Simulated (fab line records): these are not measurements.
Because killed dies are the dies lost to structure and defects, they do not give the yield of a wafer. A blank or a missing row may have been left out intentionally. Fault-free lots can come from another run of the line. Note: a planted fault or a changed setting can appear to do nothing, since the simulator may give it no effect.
Which of the tools did it? ; flow n5_finfet ; 27 wafers from 9 lots sampled at 3 of the route's 1938 steps

== WHAT THE GAUGES READ, wafer by wafer ==
N5_BEOL_M14_OVL_MEAS_29. Usual: M14_OVL typically reads -1 nm, with standard deviation 5.7.
lot;measured;on;M14_OVL (nm);flag
L497;day 10 14:39;overlay-01;-1 -2 -5;
L498;day 11 07:59;overlay-01;2 -1 8;
L502;day 11 15:34;overlay-02;-6 -1 -1;
L500;day 11 15:47;overlay-01;-2 -3 -2;
L504;day 12 11:43;overlay-02;-2 -4 -7;
L512;day 15 05:23;overlay-01;30 39 34;OFF
L514;day 15 05:52;overlay-01;34 35 27;OFF
L515;day 15 14:34;overlay-01;2 12 2;
L520;day 16 18:05;overlay-01;-4 -8 -3;

== WHAT TOOL EACH LOT RAN ON (gives the tool, then ch and the chambers of the sampled wafers, and finally the start) ==
lot;N5_BEOL_M14_ETCH_59;N5_BEOL_M14_EXPOSE_25
L497;rie_diel-06 ch 0,2, day 10 13:44;krf_scanner-01 ch 0, day 10 14:28
L498;rie_diel-03 ch 1,2, day 11 07:14;krf_scanner-02 ch 0, day 11 07:47
L502;rie_diel-03 ch 0,2,3, day 11 14:41;krf_scanner-01 ch 0, day 11 15:22
L500;rie_diel-01 ch 2,3, day 11 14:55;krf_scanner-02 ch 0, day 11 15:36
L504;rie_diel-01 ch 1,3, day 12 08:53;krf_scanner-02 ch 0, day 12 11:32
L512;rie_diel-01 ch 1,3, day 15 04:29;krf_scanner-02 ch 0, day 15 05:11
L514;rie_diel-01 ch 0,2,3, day 15 05:06;krf_scanner-02 ch 0, day 15 05:40
L515;rie_diel-03 ch 0,1, day 15 13:49;krf_scanner-01 ch 0, day 15 14:22
L520;rie_diel-01 ch 1,2,3, day 16 17:13;krf_scanner-01 ch 0, day 16 17:53
- N5_BEOL_M14_ETCH_59: etches BARC in N2/H2, target depth 89 nm, overetch 26.7 nm, time 67.9 s.
- N5_BEOL_M14_EXPOSE_25: exposes mask M14, target cd 280 nm.

== AS READ BY THE TOOLS THEMSELVES (means over the sampled wafers that have a number; for cases with no such wafer, the mark the record gives instead) ==
N5_BEOL_M14_ETCH_59. Usual: drypump_motor_current_A 5.5 A, standard deviation 0.51; oes_product_au 0.68 a.u., standard deviation 0.063; rf_vpp_V 524.2 V, standard deviation 2.7; showerhead_plenum_p_Torr 2.55 Torr, standard deviation 0.097; throttle_valve_pct 17.89 %, standard deviation 0.25.
lot;tool;drypump_motor_current_A (A);oes_product_au (a.u.);rf_vpp_V (V);showerhead_plenum_p_Torr (Torr);throttle_valve_pct (%);flag
L497;rie_diel-06;5.1;0.63;524.1;2.57;18.21;
L498;rie_diel-03;5.1;0.65;521.1;2.43;17.69;
L502;rie_diel-03;5.9;0.65;524.5;2.53;18.03;
L500;rie_diel-01;5.6;0.67;526.8;2.67;18.04;
L504;rie_diel-01;6.0;0.73;524.9;2.55;17.72;
L512;rie_diel-01;6.0;0.70;523.5;2.54;17.76;
L514;rie_diel-01;5.7;0.71;525.7;2.60;17.90;
L515;rie_diel-03;5.3;0.68;522.5;2.49;17.65;
L520;rie_diel-01;5.8;0.67;525.3;2.59;17.94;

N5_BEOL_M14_EXPOSE_25. Usual: 23.03 C for reticle_temp_C, sd 0.1.
lot;tool;reticle_temp_C (C);flag
L497;krf_scanner-01;23.00;
L498;krf_scanner-02;22.94;
L502;krf_scanner-01;22.98;
L500;krf_scanner-02;22.92;
L504;krf_scanner-02;22.98;
L512;krf_scanner-02;23.17;
L514;krf_scanner-02;23.04;
L515;krf_scanner-01;22.98;
L520;krf_scanner-01;23.02;

== THE ANSWER, worked out from the rows above alone ==
Rule: a lot counts as off when the mean over its wafers that have a number is more than 3 standard deviations away from the usual mean. Also off: a lot with no number at a reading for which 4 or more lots have one. Any other lot the step has rows for is counted as sound. After the gauges, taken in route order, come the tools' own readings; for these a lot's mean is taken, as printed above. The first step at which some lot is off is used, and at that step the reading that is off furthest; a lot without a number counts as furthest.
Off: L512, L514, at N5_BEOL_M14_OVL_MEAS_29 (M14_OVL).
If a tool, at a process step before that reading, ran all the lots that are off and no sound lot after the first of them, it fits. The gauges at N5_BEOL_M14_OVL_MEAS_29 are tried like those tools. One candidate fits, namely krf_scanner-02 at N5_BEOL_M14_EXPOSE_25. A fault onset in the window from L504 (day 12 11:32, its last sound lot) to L512 (day 15 05:11, its first lot off) fits.

== WHAT THE SIMULATOR HAD PUT IN ==
Scanner matching overlay: krf_scanner-02, from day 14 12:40 on, at N5_BEOL_M14_EXPOSE_25. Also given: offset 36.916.
Shown lots that were struck: L512, L514. The same result came from the rule above.
